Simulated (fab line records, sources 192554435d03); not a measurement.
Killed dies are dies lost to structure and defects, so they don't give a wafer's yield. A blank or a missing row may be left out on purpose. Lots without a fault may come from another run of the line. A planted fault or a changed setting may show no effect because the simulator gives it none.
fab line records | flow n5_finfet
record lots=9 wafers=26 last_day=17
route steps=1938 shown HKMG_FIN@388 BEOL_M4@1094 PASSIVATION@1936
lots that met no fault: from a run of the same line without faults
start_h: hours from the record's first day to the start of the lot's first wafer shown | wait_h: hours since the lot's step before | " the same as in the row above | L1.1+2: a row that stands for several wafers | - no value, or no start given | * or withheld: withheld | < > ~ a bound
route shown NAME@n: a module of which the file shows steps, and the number in the route of the first | usual: mean/standard deviation of fault-free wafers | same: alike in all rows | chamber/n: place in a boat | sites: the reading at each site | _std_site: their standard deviation | _edge_site: outer sites' mean less inner sites' | radius_mm: how far each site lies from the wafer's centre | mask NAME#n: copy n | behind: the tool/chamber that last shaped the wafer | hold: why the lot was held/for how many hours/how that ended | device: the transistor (n, p or np) that didn't switch | end of line: the same wafers' tests at the end of the route | a step without rows: its recipe alone | killed: dies lost to structure and defects at the first sort, not the wafer's yield | map: a wafer's dies, x killed, . not, _ none there
set.NAME: the setting as run; set.NAME@STEP: as run at that earlier step | model.NAME: the simulator's own value behind a step, which no gauge read
steps of the route over a sample of lots; a table a step, a row a wafer
services: from which hour (start_h, from the record's first day; less than 0 if before it) a tool's chamber was out of use, for how many hours, and why
## steps
# step N5_HKMG_FIN_ALD_74
# recipe material=La2O3 target_thk_a=5 temp_c=250 ald_precursor_family=La-Cp ald_co_reactant=O3 pulse_time_s=6 co_reactant_pulse_time_s=1 purge_time_s=3 co_reactant_purge_time_s=3
# usual heater_power_w=346/33 precursor_pulse_height_rel=0.999/0.02
# columns lot.wafer tool chamber start_h wait_h heater_power_w precursor_pulse_height_rel
L224.1 ald_hk-02 3 70.59 0.2 320 1.012
L224.2 " 2 " " 375 1.016
L224.3 " 1 " " 347 1.011
L225.2 ald_hk-02 1 77.46 0.2 334 0.981
L225.5 " 0 " " 378 1.009
L225.6 " 1 " " 348 0.990
L228.2 ald_hk-02 1 98.17 0.2 347 0.980
L228.3 " 3 " " 330 1.026
L228.4 " 0 " " 393 1.004
L230.2 ald_hk-03 1 110.88 0.2 324 1.009
L230.4 " 3 " " 333 1.018
L230.6 " 1 " " 336 0.980
L232.1 ald_hk-02 2 121.37 0.2 376 1.003
L232.4 " 3 " " 333 0.985
L232.5 " 2 " " 369 0.976
L233.1 ald_hk-02 3 134.68 0.2 328 1.020
L233.4 " 1 " " 345 1.056
L233.6 " 0 " " 386 0.965
L236.2 ald_hk-02 2 144.55 0.2 369 1.040
L236.4 " 3 " " 324 0.999
L237.1 ald_hk-01 2 151.67 0.2 287 0.976
L237.3 " 1 " " 403 0.958
L237.6 " 1 " " 411 0.986
L245.3 ald_hk-03 3 199.50 0.1 339 0.987
L245.4 " 0 " " 314 1.008
L245.5 " 1 " " 338 1.009
# step N5_BEOL_M4_SPUTTER_90
# recipe material=Cu target_thk_a=45 temp_c=-20 chamber_pressure_pa=0.07 power_w=withheld time_s=8.29
# usual chamber_pressure_pa=0.06998/0.00013 throttle_valve_pct=29.8/1.1
# columns lot.wafer tool chamber start_h wait_h chamber_pressure_pa throttle_valve_pct
L225.2 pvd_sputter-02 - 173.71 0.1 0.06992 29.3
L225.5 " - " " 0.07 29.2
L225.6 " - " " 0.06984 29.3
L224.1 pvd_sputter-01 - 175.98 0.1 0.07013 29.2
L224.2 " - " " 0.06996 30.6
L224.3 " - " " 0.07001 28.9
L228.2 pvd_sputter-01 - 193.19 0.1 0.06988 29.1
L228.3 " - " " 0.07013 30.8
L228.4 " - " " 0.07007 28.5
L230.2 pvd_sputter-01 - 198.82 0.1 0.0702 30.5
L230.4 " - " " 0.06987 28.5
L230.6 " - " " 0.06979 30.7
L232.1 pvd_sputter-01 - 217.86 0.1 0.06997 30.9
L232.4 " - " " 0.07007 28.4
L232.5 " - " " 0.0699 28.8
L233.1 pvd_sputter-03 - 229.36 0.1 0.06977 29.7
L233.4 " - " " 0.06992 31.6
L233.6 " - " " 0.07006 31.5
L236.2 pvd_sputter-02 - 236.20 0.1 0.07004 30.2
L236.4 " - " " 0.07003 29.2
L237.1 pvd_sputter-03 - 253.22 0.1 0.0698 28.1
L237.3 " - " " 0.07002 31.5
L237.6 " - " " 0.06981 31.6
L245.3 pvd_sputter-02 - 295.98 0.1 0.0699 30.4
L245.4 " - " " 0.06987 29.4
L245.5 " - " " 0.06984 30.1
# step N5_BEOL_M4_CMP_52
# recipe stop_on=SiOC t_overpolish_s=6.8 down_force_psi=1 platen_rpm=50 clearing_platen_down_force_psi=1.5 clearing_platen_rpm=50 post_cmp_clean=cu_alkaline target_thk_nm=40 clearing_platen_pad_velocity_m_s=0.99484 pad_velocity_m_s=0.99484
# usual barrier_field_endpoint_s=24.7/0.66 motor_current_A=5.8/0.55 overpolish_run_s=6.798/0.0095 slurry_flow_ml_min=149.9/0.55 time_to_endpoint_s=62.2/2.8
# columns lot.wafer tool chamber start_h wait_h barrier_field_endpoint_s motor_current_A overpolish_run_s slurry_flow_ml_min time_to_endpoint_s
L225.2 cmp-03 1 174.90 0.2 24.0 6.0 6.807 150.0 59.3
L225.6 " 0 " " 24.4 6.3 6.789 148.9 60.3
L225.5 " 1 " " 25.0 6.0 6.804 150.0 60.3
L224.1 cmp-03 0 177.53 0.6 24.9 5.9 6.803 150.5 64.8
L224.2 " 1 " " 24.2 5.9 6.817 149.5 62.5
L224.3 " 2 " " 25.1 5.6 6.785 150.4 62.3
L228.4 cmp-01 2 194.34 0.1 24.9 6.1 6.799 150.4 60.2
L228.3 " 3 " " 23.8 5.5 6.822 148.9 58.7
L228.2 " 1 " " 24.4 6.1 6.802 148.8 61.2
L230.4 cmp-01 1 200.05 0.2 25.2 6.6 6.787 150.1 60.1
L230.2 " 2 " " 24.0 6.4 6.804 149.1 62.8
L230.6 " 3 " " 24.4 5.5 6.816 149.5 59.7
L232.4 cmp-01 0 219.01 0.1 25.0 4.7 6.813 148.9 59.6
L232.1 " 1 " " 24.9 6.3 6.801 151.1 64.6
L232.5 " 1 " " 24.5 6.1 6.813 150.0 60.4
L233.4 cmp-03 3 230.57 0.2 24.6 5.6 6.805 149.9 55.5
L233.1 " 1 " " 24.5 6.2 6.794 149.9 60.1
L233.6 " 3 " " 24.1 5.3 6.803 150.0 58.1
L236.4 cmp-01 1 237.36 0.1 24.4 6.5 6.799 149.7 63.3
L236.2 " 3 " " 24.3 5.3 6.807 150.8 64.5
L237.1 cmp-04 3 254.48 0.4 24.7 6.4 6.782 149.8 65.0
L237.3 " 0 " " 24.2 5.7 6.805 149.1 62.7
L237.6 " 2 " " 23.6 6.0 6.786 149.4 59.3
L245.3 cmp-04 0 297.36 0.4 24.5 5.9 6.780 149.9 61.4
L245.4 " 1 " " 24.6 6.1 6.785 149.3 63.7
L245.5 " 1 " " 25.0 6.2 6.806 149.8 63.5
# step N5_BEOL_M4_PRE_CLEAN_60
# recipe gas=NH3/H2 time_s=15 temp_c=* rf_power_w=300
# usual heater_power_w=84/20 rf_fwd_power_W=297.2/1.4
# columns lot.wafer tool chamber start_h wait_h heater_power_w rf_fwd_power_W
L225.2 cvd_co-01 0 175.20 0.0 66 296.9
L225.5 " 0 " " 67 297.7
L225.6 " 1 " " 91 296.6
L224.1 cvd_co-02 2 177.82 0.0 70 296.1
L224.2 " 0 " " 126 297.1
L224.3 " 1 " " 68 298.6
L228.2 cvd_co-02 1 194.97 0.3 68 297.2
L228.3 " 2 " " 70 297.8
L228.4 " 1 " " 68 298.3
L230.2 cvd_co-01 2 200.31 0.0 84 296.8
L230.4 " 0 " " 66 295.2
L230.6 " 2 " " 83 294.1
L232.1 cvd_co-02 1 219.47 0.2 69 298.5
L232.4 " 0 " " 129 298.5
L232.5 " 2 " " 71 298.5
L233.1 cvd_co-02 2 230.87 0.0 69 297.5
L233.4 " 0 " " 127 298.9
L233.6 " 2 " " 71 298.1
L236.2 cvd_co-02 1 237.69 0.0 72 299.5
L236.4 " 2 " " 70 298.3
L237.1 cvd_co-01 0 254.74 0.0 67 297.3
L237.3 " 2 " " 85 295.5
L237.6 " 1 " " 91 296.1
L245.3 cvd_co-01 2 297.69 0.0 86 296.3
L245.4 " 1 " " 91 297.6
L245.5 " 0 " " 66 297.8
# step N5_BEOL_M4_RC_MEAS_101
# usual DIBL_N=36.0/1.7 DIBL_P=35.8/2 IOFF_N=0.15/0.03 IOFF_P=0.20/0.037 IOFF_P_85C=3.5/0.53 IOFF_P_LIN=0.097/0.014 IOFF_P_LONG=0.000104/8.6e-06 ION_N=670/12 ION_P=460/7.2 SS_N=71.5/0.68 SS_P=73.2/0.65 VT_N=250/3.1 VT_N_LVT=99/3 VT_P=-251/3.4 VT_P_LONG=-275.3/3
# columns lot.wafer tool chamber start_h wait_h DIBL_N[mV/V] DIBL_P[mV/V] IOFF_N[nA/um] IOFF_P[nA/um] IOFF_P_85C[nA/um] IOFF_P_LIN[nA/um] IOFF_P_LONG[nA/um] ION_N[uA/um] ION_P[uA/um] SS_N[mV/dec] SS_P[mV/dec] VT_N[mV] VT_N_LVT[mV] VT_P[mV] VT_P_LONG[mV]
L225.2 prober-01 0 175.62 0.2 36.4 35.4 0.16 0.20 3.4 0.094 0.000104 664 456 71.6 73.0 250 101 -251 -278.7
L225.5 " 0 " " 34.2 31.6 0.11 0.16 2.8 0.079 9.7e-05 655 455 70.5 72.0 256 106 -256 -276.5
L225.6 " 0 " " 34.7 32.5 0.13 0.16 2.9 0.079 0.0001 662 454 71.2 72.5 253 103 -257 -277.6
L224.1 prober-01 0 178.10 0.0 36.0 37.1 0.17 0.24 4.0 0.114 0.000115 684 471 71.4 73.4 249 97 -247 -273.5
L224.2 " 0 " " 37.1 37.0 0.18 0.23 3.9 0.107 0.000108 682 464 71.3 73.3 248 97 -248 -275.2
L224.3 " 0 " " 36.7 36.6 0.18 0.23 3.9 0.110 0.000104 669 467 71.6 73.3 249 97 -247 -270.9
L228.2 prober-01 0 195.43 0.2 39.0 38.2 0.22 0.31 5.1 0.137 0.000125 669 465 72.4 75.0 244 98 -240 -269.1
L228.3 " 0 " " 39.3 38.9 0.23 0.33 5.3 0.142 0.000123 663 463 72.1 74.9 244 96 -241 -269.5
L228.4 " 0 " " 34.0 32.5 0.12 0.20 3.5 0.100 0.000122 657 464 70.2 72.8 250 102 -246 -269.6
L230.2 prober-01 0 200.75 0.2 36.3 37.4 0.15 0.21 3.6 0.098 0.0001 654 448 70.6 73.9 248 99 -252 -276.2
L230.4 " 0 " " 34.4 36.1 0.13 0.18 3.1 0.090 0.000109 663 460 71.2 73.1 252 100 -251 -274.9
L230.6 " 0 " " 39.2 40.2 0.20 0.27 4.4 0.117 0.000107 669 455 73.0 74.0 246 97 -251 -276.5
L232.1 prober-01 0 219.75 0.0 37.8 37.9 0.17 0.24 4.1 0.116 0.000113 666 464 72.3 73.3 249 101 -248 -274.7
L232.4 " 0 " " 40.1 41.5 0.24 0.30 5.0 0.134 0.00011 692 474 72.6 74.2 244 96 -246 -274.7
L232.5 " 0 " " 37.4 36.9 0.17 0.21 3.6 0.102 0.000106 683 464 72.0 73.6 252 101 -249 -274.1
L233.1 prober-02 0 231.14 0.0 36.1 34.8 0.18 0.23 3.9 0.110 0.000117 668 458 71.5 73.4 247 98 -249 -269.6
L233.4 " 0 " " 35.6 35.0 0.16 0.23 4.0 0.114 0.000118 691 471 71.1 73.6 248 97 -247 -270.4
L233.6 " 0 " " 36.9 34.9 0.18 0.23 4.0 0.110 0.000111 671 458 72.4 73.5 250 97 -247 -272.5
L236.2 prober-02 0 238.12 0.2 37.0 37.5 0.16 0.80 11.4 0.378 0.000309 676 513 72.0 73.7 249 137 -211 -238.6
L236.4 " 0 " " 32.8 32.3 0.10 0.14 2.6 0.074 0.000106 658 451 71.4 71.9 255 107 -255 -275.6
L237.1 prober-01 0 255.01 0.0 36.2 35.7 0.14 0.19 3.4 0.091 0.000106 658 453 71.2 72.7 252 102 -252 -275.5
L237.3 " 0 " " 35.2 35.6 0.14 0.20 3.5 0.097 0.00011 684 470 71.1 73.4 250 101 -250 -274.3
L237.6 " 0 " " 35.0 34.7 0.12 0.18 3.3 0.088 0.000109 655 460 70.1 72.7 254 103 -251 -276.7
L245.3 prober-01 0 298.28 0.3 37.4 37.8 0.17 0.21 3.6 0.097 9.5e-05 682 463 72.0 74.5 251 97 -251 -280.2
L245.4 " 0 " " 35.4 36.2 0.14 0.18 3.3 0.091 0.0001 659 457 71.1 73.8 254 99 -253 -278.5
L245.5 " 0 " " 34.9 35.6 0.13 0.17 3.1 0.085 9.4e-05 657 461 71.0 73.4 253 101 -256 -280.2
# step N5_PASSIVATION_PROBE_49
# usual defect_limited_yield=91.4/1.5 killed_at_M0_to_M3=32/9.8 killed_at_M4_up=15/5.6 killed_at_contacts=12/5.4 killed_at_front_end=40/13 killed_at_other=3.0/2.1 killed_dies=102/17 killed_open=67/13 killed_short=32/7.1 sort_bin_4_leakage=0/0 sort_bin_5_function=5.1/0.96 sort_bin_6_memory=3.2/0.7 sort_n_pass=1078/18 sort_yield_pct=91.3/1.5
# same gross_dies=1180 killed_at_back_side=0 sort_bin_8_speed[%]=0
# columns lot.wafer tool chamber start_h wait_h defect_limited_yield[%] killed_at_M0_to_M3 killed_at_M4_up killed_at_contacts killed_at_front_end killed_at_other killed_dies killed_open killed_short sort_bin_4_leakage[%] sort_bin_5_function[%] sort_bin_6_memory[%] sort_n_pass sort_yield_pct[%]
L224.1 prober-01 - 287.99 0.0 90.8 36 11 15 44 3 109 78 27 0 6.1 3.1 1071 90.8
L224.2 prober-01 - 288.04 0.1 92.1 17 28 15 32 1 93 66 26 0 5.0 2.5 1087 92.1
L224.3 prober-01 - 288.09 0.1 92.0 32 9 20 31 2 94 59 34 0 5.5 2.0 1086 92.0
L225.2 prober-02 - 289.50 0.1 91.0 47 15 10 32 2 106 69 35 0 5.4 3.3 1074 91.0
L225.5 prober-02 - 289.65 0.2 90.5 26 24 10 47 5 112 82 28 0 6.4 3.1 1068 90.5
L225.6 prober-02 - 289.70 0.3 89.5 48 21 12 43 0 124 92 31 0 5.8 4.5 1056 89.5
L230.2 prober-02 - 310.38 0.1 90.4 45 16 13 35 4 113 82 31 0 4.7 4.6 1067 90.4
L230.4 prober-02 - 310.48 0.2 88.2 37 13 13 73 3 139 88 44 0 6.5 4.6 1041 88.2
L230.6 prober-02 - 310.58 0.3 89.6 45 11 13 50 4 123 88 35 0 5.8 4.3 1057 89.6
L228.2 prober-01 - 312.35 0.1 92.5 30 23 6 29 1 89 58 30 0 5.0 2.4 1091 92.5
L228.3 prober-01 - 312.40 0.1 92.9 21 25 8 28 2 84 53 25 0 4.8 2.3 1096 92.9
L228.4 prober-01 - 312.45 0.2 93.2 23 17 3 37 0 80 55 18 0 3.4 3.0 1100 93.2
L232.1 prober-02 - 322.25 0.0 93.2 23 8 7 38 4 80 56 23 0 4.2 2.4 1100 93.2
L232.4 prober-02 - 322.40 0.2 92.7 28 15 6 36 1 86 52 33 0 4.2 3.0 1094 92.7
L232.5 prober-02 - 322.45 0.2 93.6 26 10 9 25 6 76 42 32 0 4.7 1.4 1104 93.6
L233.1 prober-01 - 331.80 0.0 91.1 26 25 10 42 2 105 74 31 0 4.2 4.3 1075 91.1
L233.4 prober-01 - 331.95 0.2 89.8 21 16 15 62 6 120 79 36 0 5.4 4.0 1060 89.8
L233.6 prober-01 - 332.05 0.3 90.8 23 23 5 49 8 108 75 30 0 5.3 3.5 1072 90.8
L236.2 prober-01 - 352.53 0.1 89.7 42 22 13 41 3 121 70 47 79.32 6.2 3.4 123 10.4
L236.4 prober-01 - 352.63 0.2 90.8 29 9 16 48 7 109 67 39 0 6.2 2.9 1071 90.8
L237.1 prober-02 - 359.80 0.0 91.4 36 14 13 38 1 102 73 28 0 4.8 3.5 1078 91.4
L237.3 prober-02 - 359.90 0.1 92.6 32 14 7 31 3 87 59 27 0 4.2 2.9 1093 92.6
L237.6 prober-02 - 360.05 0.3 91.4 21 19 5 54 2 101 71 26 0 5.2 3.0 1079 91.4
L245.3 prober-02 - 408.93 0.1 93.4 29 9 5 29 6 78 43 33 0 3.8 2.4 1102 93.4
L245.4 prober-02 - 408.98 0.2 91.3 44 8 10 30 11 103 62 40 0 5.0 3.5 1077 91.3
L245.5 prober-02 - 409.03 0.2 88.5 49 16 14 56 1 136 80 50 0 6.9 3.6 1044 88.5
# killed by level:class
L224.1 STI_FIN_REVEAL:geometric_particle:open=14 MOL_CONTACT_COAG:geometric_particle:open=13 BEOL_M0_SAQP:geometric_particle:open=12 FIN_SAQP:geometric_particle:open=9 BEOL_M0_SAQP:geometric_particle:short=7 BEOL_M2:geometric_particle:open=5 BEOL_M3:geometric_particle:open=5 ILD0:geometric_particle:open=4
L224.2 BEOL_M4:geometric_particle:open=20 MOL_CONTACT_COAG:geometric_particle:open=12 STI_FIN_REVEAL:geometric_particle:open=10 BEOL_M0_SAQP:geometric_particle:short=5 STARTING-WAFER:geometric_particle:open=5 GATE_CUT:geometric_particle:open=3 MOL_CONTACT_COAG:geometric_particle:short=3 BEOL_M1:geometric_particle:open=3
L224.3 MOL_CONTACT_COAG:geometric_particle:open=11 BEOL_M0_SAQP:geometric_particle:open=11 STI_FIN_REVEAL:geometric_particle:open=8 BEOL_M0_SAQP:geometric_particle:short=8 MOL_CONTACT_COAG:geometric_particle:short=8 GATE_CUT:geometric_particle:short=7 BEOL_M3:geometric_particle:open=6 FIN_SAQP:geometric_particle:open=3
L225.2 BEOL_M0_SAQP:geometric_particle:open=15 STI_FIN_REVEAL:geometric_particle:open=13 BEOL_M0_SAQP:geometric_particle:short=13 BEOL_M3:geometric_particle:open=8 MOL_CONTACT_COAG:geometric_particle:open=7 BEOL_M2:geometric_particle:open=6 FIN_SAQP:geometric_particle:short=4 DUMMY_GATE:geometric_particle:open=4
L225.5 STI_FIN_REVEAL:geometric_particle:open=15 FIN_SAQP:geometric_particle:open=13 BEOL_M0_SAQP:geometric_particle:short=7 MOL_CONTACT_COAG:geometric_particle:open=7 BEOL_M1:geometric_particle:open=6 BEOL_M4:geometric_particle:open=6 FIN_SAQP:geometric_particle:short=4 DUMMY_GATE:geometric_particle:open=4
L225.6 BEOL_M2:geometric_particle:open=16 STI_FIN_REVEAL:geometric_particle:open=15 BEOL_M0_SAQP:geometric_particle:open=13 BEOL_M4:geometric_particle:open=11 MOL_CONTACT_COAG:geometric_particle:open=9 FIN_SAQP:geometric_particle:short=7 GATE_CUT:geometric_particle:open=6 BEOL_M0_SAQP:geometric_particle:short=6
L230.2 BEOL_M2:geometric_particle:open=15 MOL_CONTACT_COAG:geometric_particle:open=12 BEOL_M4:geometric_particle:open=10 BEOL_M3:geometric_particle:open=9 STI_FIN_REVEAL:geometric_particle:open=8 FIN_SAQP:geometric_particle:short=7 DUMMY_GATE:geometric_particle:open=7 BEOL_M0_SAQP:geometric_particle:short=6
L230.4 STI_FIN_REVEAL:geometric_particle:open=30 BEOL_M1:geometric_particle:open=15 FIN_SAQP:geometric_particle:short=12 MOL_CONTACT_COAG:geometric_particle:open=9 HKMG_FIN:area_etch=7 FIN_SAQP:geometric_particle:open=6 STI_FIN_REVEAL:geometric_particle:short=6 BEOL_M4:geometric_particle:short=6
L230.6 STI_FIN_REVEAL:geometric_particle:open=21 BEOL_M3:geometric_particle:open=14 MOL_CONTACT_COAG:geometric_particle:open=11 STI_FIN_REVEAL:geometric_particle:short=8 BEOL_M2:geometric_particle:open=7 BEOL_M0_SAQP:geometric_particle:open=6 BEOL_M4:geometric_particle:open=6 FIN_SAQP:geometric_particle:open=4
L228.2 BEOL_M4:geometric_particle:open=16 BEOL_M3:geometric_particle:open=9 BEOL_M1:geometric_particle:open=7 STARTING-WAFER:geometric_particle:short=6 STI_FIN_REVEAL:geometric_particle:open=5 MOL_CONTACT_COAG:geometric_particle:open=5 BEOL_M0_SAQP:geometric_particle:short=5 BEOL_M4:geometric_particle:short=5
L228.3 BEOL_M4:geometric_particle:open=13 MOL_CONTACT_COAG:geometric_particle:open=8 GATE_CUT:geometric_particle:short=6 BEOL_M0_SAQP:geometric_particle:open=6 FIN_CUT:geometric_particle:short=4 GATE_CUT:geometric_particle:open=4 BEOL_M0_SAQP:geometric_particle:short=4 BEOL_M1:geometric_particle:open=3
L228.4 BEOL_M4:geometric_particle:open=9 BEOL_M3:geometric_particle:open=6 BEOL_M2:geometric_particle:open=5 FIN_SAQP:geometric_particle:open=4 FIN_CUT:geometric_particle:open=4 STI_FIN_REVEAL:geometric_particle:open=4 HKMG_FIN:area_etch=4 FIN_SAQP:geometric_particle:short=3
L232.1 STI_FIN_REVEAL:geometric_particle:open=13 BEOL_M0_SAQP:geometric_particle:short=6 BEOL_M1:geometric_particle:open=6 MOL_CONTACT_COAG:geometric_particle:open=5 BEOL_M0_SAQP:geometric_particle:open=5 GATE_CUT:geometric_particle:short=4 FIN_SAQP:geometric_particle:open=3 GATE_CUT:geometric_particle:open=3
L232.4 GATE_CUT:geometric_particle:short=9 GATE_CUT:geometric_particle:open=7 BEOL_M2:geometric_particle:open=7 BEOL_M0_SAQP:geometric_particle:open=6 BEOL_M0_SAQP:geometric_particle:short=5 BEOL_M4:geometric_particle:open=5 FIN_SAQP:geometric_particle:short=4 DUMMY_GATE:geometric_particle:open=4
L232.5 MOL_CONTACT_COAG:geometric_particle:open=6 BEOL_M0_SAQP:geometric_particle:open=5 STARTING-WAFER:geometric_particle:short=5 FIN_SAQP:geometric_particle:short=4 BEOL_M0_SAQP:geometric_particle:short=4 BEOL_M1:geometric_particle:open=4 BEOL_M1:geometric_particle:short=4 BEOL_M4:geometric_particle:open=4
L233.1 BEOL_M4:geometric_particle:open=12 FIN_SAQP:geometric_particle:open=9 STI_FIN_REVEAL:geometric_particle:open=9 FIN_SAQP:geometric_particle:short=6 MOL_CONTACT_COAG:geometric_particle:open=6 BEOL_M2:geometric_particle:open=5 MOL_CONTACT_COAG:geometric_particle:short=4 BEOL_M0_SAQP:geometric_particle:open=4
L233.4 STI_FIN_REVEAL:geometric_particle:open=20 MOL_CONTACT_COAG:geometric_particle:open=13 BEOL_M0_SAQP:geometric_particle:open=8 FIN_SAQP:geometric_particle:open=7 FIN_SAQP:geometric_particle:short=6 GATE_CUT:geometric_particle:short=6 GATE_CUT:geometric_particle:open=5 HKMG_FIN:area_etch=5
L233.6 STI_FIN_REVEAL:geometric_particle:open=10 BEOL_M4:geometric_particle:open=9 FIN_SAQP:geometric_particle:open=8 FIN_SAQP:geometric_particle:short=7 BEOL_M0_SAQP:geometric_particle:open=7 GATE_CUT:geometric_particle:open=6 MOL_CONTACT_COAG:geometric_particle:open=5 BEOL_M7:geometric_particle:open=5
L236.2 MOL_CONTACT_COAG:geometric_particle:open=11 BEOL_M0_SAQP:geometric_particle:open=9 BEOL_M4:geometric_particle:open=9 FIN_SAQP:geometric_particle:short=7 BEOL_M0_SAQP:geometric_particle:short=7 BEOL_M3:geometric_particle:open=7 GATE_CUT:geometric_particle:short=6 FIN_SAQP:geometric_particle:open=5
L236.4 MOL_CONTACT_COAG:geometric_particle:open=13 FIN_SAQP:geometric_particle:open=10 STI_FIN_REVEAL:geometric_particle:open=9 BEOL_M3:geometric_particle:open=9 FIN_SAQP:geometric_particle:short=7 STARTING-WAFER:geometric_particle:short=5 BEOL_M0_SAQP:geometric_particle:short=4 BEOL_M0_SAQP:geometric_particle:open=4
L237.1 BEOL_M0_SAQP:geometric_particle:open=12 MOL_CONTACT_COAG:geometric_particle:open=11 BEOL_M3:geometric_particle:open=8 STI_FIN_REVEAL:geometric_particle:open=7 GATE_CUT:geometric_particle:short=7 BEOL_M0_SAQP:geometric_particle:short=7 FIN_SAQP:geometric_particle:short=5 BEOL_M4:geometric_particle:open=5
L237.3 FIN_SAQP:geometric_particle:open=11 BEOL_M3:geometric_particle:open=9 BEOL_M2:geometric_particle:open=7 BEOL_M4:geometric_particle:open=7 MOL_CONTACT_COAG:geometric_particle:open=6 BEOL_M2:geometric_particle:short=6 STI_FIN_REVEAL:geometric_particle:open=4 GATE_CUT:geometric_particle:short=4
L237.6 FIN_SAQP:geometric_particle:open=13 STI_FIN_REVEAL:geometric_particle:open=11 BEOL_M3:geometric_particle:open=8 BEOL_M4:geometric_particle:open=7 GATE_CUT:geometric_particle:open=5 GATE_CUT:geometric_particle:short=5 MOL_CONTACT_COAG:geometric_particle:open=4 BEOL_M6:geometric_particle:open=4
L245.3 BEOL_M3:geometric_particle:open=7 GATE_CUT:geometric_particle:short=6 BEOL_M0_SAQP:geometric_particle:short=6 BEOL_M0_SAQP:geometric_particle:open=6 FIN_SAQP:geometric_particle:short=5 STI_FIN_REVEAL:geometric_particle:open=5 MOL_CONTACT_COAG:geometric_particle:open=5 BEOL_M2:geometric_particle:open=5
L245.4 BEOL_M3:geometric_particle:open=11 BEOL_M0_SAQP:geometric_particle:open=8 MOL_CONTACT_COAG:geometric_particle:open=7 BEOL_M0_SAQP:geometric_particle:short=7 FIN_SAQP:geometric_particle:open=6 FIN_SAQP:geometric_particle:short=6 BEOL_M2:geometric_particle:open=6 BEOL_M0:geometric_particle:open=4
L245.5 BEOL_M3:geometric_particle:open=15 MOL_CONTACT_COAG:geometric_particle:open=12 BEOL_M0_SAQP:geometric_particle:short=11 STI_FIN_REVEAL:geometric_particle:open=10 FIN_SAQP:geometric_particle:open=9 BEOL_M0_SAQP:geometric_particle:open=7 FIN_SAQP:geometric_particle:short=6 GATE_CUT:geometric_particle:short=6
## services
# columns tool chamber start_h hours kind
cmp-04 - 60.07 1.3 repair
ald_hk-03 - 77.19 4.3 pm
pvd_sputter-02 - 96.11 3.1 repair
cmp-04 - 97.58 0.8 repair
cmp-01 - 100.42 13.8 pm
cvd_co-02 - 101.57 3.8 pm
cvd_co-01 - 107.56 0.4 repair
cvd_co-02 - 108.64 7.0 repair
cmp-01 - 121.61 1.0 repair
cmp-04 - 128.05 1.6 repair
cmp-01 - 147.65 1.7 repair
cmp-03 - 158.52 0.8 repair
cvd_co-01 - 161.67 2.8 pm
ald_hk-02 - 163.34 2.8 pm
cmp-03 - 165.89 4.2 repair
cmp-01 - 180.66 6.0 pm
cvd_co-01 - 184.46 0.6 repair
ald_hk-02 - 197.39 1.9 repair
pvd_sputter-02 - 200.34 4.0 repair
ald_hk-02 - 210.60 14.6 pm
cmp-01 - 216.91 1.5 repair
cmp-03 - 230.98 19.1 repair
cmp-01 - 243.50 4.0 pm
cmp-01 - 295.19 3.3 repair
## key
first_sign step=N5_BEOL_M4_RC_MEAS_101 reading=IOFF_P_LONG direction=up sigmas=24 usual=0.000104 struck=0.000309
effect step=N5_BEOL_M4_RC_MEAS_101 reading=IOFF_P_LIN direction=up sigmas=20 usual=0.097 struck=0.378
effect step=N5_BEOL_M4_RC_MEAS_101 reading=IOFF_P direction=up sigmas=16 usual=0.20 struck=0.80
effect step=N5_BEOL_M4_RC_MEAS_101 reading=IOFF_P_85C direction=up sigmas=15 usual=3.5 struck=11.4
effect step=N5_BEOL_M4_RC_MEAS_101 reading=VT_N_LVT direction=up sigmas=12 usual=99 struck=137
effect step=N5_BEOL_M4_RC_MEAS_101 reading=VT_P_LONG direction=up sigmas=12 usual=-275.3 struck=-238.6
effect step=N5_BEOL_M4_RC_MEAS_101 reading=VT_P direction=up sigmas=11 usual=-251 struck=-211
effect step=N5_BEOL_M4_RC_MEAS_101 reading=ION_P direction=up sigmas=7.4 usual=460 struck=513
effect step=N5_PASSIVATION_PROBE_49 reading=sort_bin_4_leakage direction=up sigmas=99+ usual=0 struck=79.32
met_at N5_HKMG_FIN_ALD_74
struck_lots L236
struck_wafers L236.2
not_acting_at N5_BEOL_M4_SPUTTER_90,N5_BEOL_M4_CMP_52,N5_BEOL_M4_PRE_CLEAN_60
onset_between 134.68 144.55
fault kind=process_parameter_drift tool=ald_hk-02 chamber=- onset_h=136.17 steps=N5_HKMG_FIN_ALD_74 channel=target_thk_a offset=* shape=step end_h=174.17 scope=struck_wafers_only acts_in=* stated=*
